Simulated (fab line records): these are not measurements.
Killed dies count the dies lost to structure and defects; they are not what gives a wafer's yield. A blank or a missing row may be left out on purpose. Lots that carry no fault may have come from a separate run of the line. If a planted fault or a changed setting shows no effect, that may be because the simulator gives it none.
A lot that was struck, set against a sound lot / flow n5_finfet / 16 steps out of a route of 1938
Sound: wafers L783.3, L783.5, L783.6. Struck: wafer L789.2 (left out: L789.1, L789.4 of the same lot, which were not struck); the cause appears at the end.
Order at every step that has rows: each side's tool, ch and its chambers, its first start. Under that, the readings that differ: sound wafers / struck wafers / difference of the means / sigmas: that difference in standard deviations of wafers without a fault.
alike: words and numbers the same on both sides, and readings whose means are apart by under 2 such deviations; not compared: readings that were withheld, readings missing a value for some wafer, numbers with overlapping values and no deviation given by the record, and bounds like >300 which may hide the same value.
Wherever a step has rows on one side only, a row that says differs or no value, or a row with sigmas, the two part there. Numbers that don't overlap but have no deviation are shown without sigmas and don't part them. Lack of a reading on every wafer of one side parts them only where that side has two or more wafers.

N5_SDB_OVL_MEAS_12:
  sound on overlay-02 ch 0, day 5 23:43; struck on overlay-02 ch 0, day 7 12:41
  alike: SDB_OVL
N5_SDB_INSPECT_13: inspects for defects (brightfield).
  sound on defect_inspect-02 at day 5 23:45; struck on defect_inspect-02 at day 7 12:43
  alike: raw_defect_count
then, 2 steps without rows for these wafers: N5_SDB_DESCUM_16 (chemistry O2, time 7.9 s); N5_SDB_ETCH_17 (etches SiARC in CF4, target depth 23.4 nm, time 39 s).
N5_SDB_ETCH_18: etches SOC in N2/H2, target depth 100 nm, overetch 20 nm, time 150 s.
  sound on rie_diel-06 ch 0,2, day 5 23:58; struck on rie_diel-06 ch 1, day 7 13:02
  alike: chamber_pressure_mTorr, drypump_motor_current_A, oes_product_au, rf_vpp_V, showerhead_plenum_p_Torr, throttle_valve_pct
  not compared: rf_hours_counter_h
then, 1 step without rows for these wafers: N5_SDB_STRIP_19 (strips in N2/H2).
N5_SDB_STRIP_21: strips in CF4.
  sound on rie_diel-06 ch 0,2, day 6 00:06; struck on rie_diel-06 ch 1, day 7 13:11
  alike: chamber_pressure_mTorr, drypump_motor_current_A, oes_product_au, rf_vpp_V, showerhead_plenum_p_Torr, throttle_valve_pct
  not compared: rf_hours_counter_h
N5_SDB_HM_OPEN_20: chemistry CH3F/O2, target SiNx, stops on poly-Si, target depth 24 nm.
  sound on rie_diel-06 ch 0,2, day 6 00:07; struck on rie_diel-06 ch 1, day 7 13:12
  alike: chamber_pressure_mTorr, drypump_motor_current_A, oes_ar_750_au, oes_product_au, rf_vpp_V, showerhead_plenum_p_Torr, throttle_valve_pct
  not compared: rf_hours_counter_h
N5_SDB_STRIP_22: strips in N2/H2.
  sound on plasma_asher-01 ch 0,1, day 6 00:20; struck on plasma_asher-02 ch 0, day 7 13:27
reading=rf_hours_counter_h (h); sound=- - -; struck=112; difference=no value on the sound wafers; sigmas=
  alike: drypump_motor_current_A, heater_power_w, oes_product_au, strip_time_to_endpoint_s
then, 2 steps without rows for these wafers: N5_SDB_PRECLEAN_23 (cleans in dHF, time 30 s); N5_SDB_DUMMY_REMOVE_24 (chemistry TMAH, target poly-Si, stops on SiO2, target depth 142 nm, time 57 s, rinse time 30 s).
N5_SDB_ETCH_25: etches SiO2 in C4F6/O2, target depth 10 nm, time 3.3 s.
  sound on rie_diel-04 ch 1,2, day 6 00:31; struck on rie_diel-04 ch 0, day 7 14:00
reading=rf_vpp_V (V); sound=659 663 659; struck=674; difference=+14; sigmas=+2
reading=throttle_valve_pct (%); sound=21.21 20.92 21.22; struck=20.70; difference=-0.42; sigmas=-2
  alike: chamber_pressure_mTorr, drypump_motor_current_A, oes_ar_750_au, oes_product_au, showerhead_plenum_p_Torr
  not compared: rf_hours_counter_h
N5_SDB_CUT_ETCH_26: etches Si in HBr/Cl2/O2, target depth 129.6 nm, bt time 20 s, time 51.8 s.
  sound on rie_si-03 ch 0,1,2, day 6 00:35; struck on rie_si-04 ch 1, day 7 14:05
reading=oes_product_au (a.u.); sound=1.007 0.989 1.002; struck=1.039; difference=+0.040; sigmas=+3
reading=model.etch.depth_nm (nm); sound=131.5 130.8 129.1; struck=218.4; difference=+87.9; sigmas=
reading=model.SDB.feature_depth_nm (nm); sound=131.6 130.8 129.2; struck=218.4; difference=+87.9; sigmas=
reading=model.SiNx_of_SDB_HM_DEP_00.thk_nm (nm); sound=21.4 21.6 22; struck=10.2; difference=-11.5; sigmas=
  alike: HBr_flow_sccm, chamber_pressure_mTorr, drypump_motor_current_A, throttle_valve_pct
  not compared: rf_hours_counter_h
N5_SDB_PRECLEAN_38: cleans in dHF, time 10 s.
  sound on wet_bench-05 ch 1,5,6, day 6 00:43; struck on wet_bench-05 ch 5, day 7 14:12
reading=model.SiNx_of_SDB_HM_DEP_00.thk_nm (nm); sound=21.4 21.6 21.8; struck=10.2; difference=-11.4; sigmas=
then, 1 step without rows for these wafers: N5_SDB_PRECLEAN_39 (cleans in O3/DIW, time 45 s).
-- the record jumps here: 8 days lie between the struck wafers' starts before and after (it left off in module SDB and takes up again in module PASSIVATION, whose first step shown is number 1936 of the route) --
N5_PASSIVATION_PROBE_49:
  sound on prober-01 at day 14 19:40; struck on prober-02 at day 16 00:16
  alike: killed_at_M0_to_M3, killed_at_M4_up, killed_at_contacts, killed_at_front_end, killed_at_other, killed_dies, killed_open, killed_short

WHERE THEY PART
First at N5_SDB_STRIP_22; last, within this record, at N5_SDB_CUT_ETCH_26. Later steps at which nothing parts them and some readings are alike: N5_PASSIVATION_PROBE_49.

WHY: what the simulator had put in
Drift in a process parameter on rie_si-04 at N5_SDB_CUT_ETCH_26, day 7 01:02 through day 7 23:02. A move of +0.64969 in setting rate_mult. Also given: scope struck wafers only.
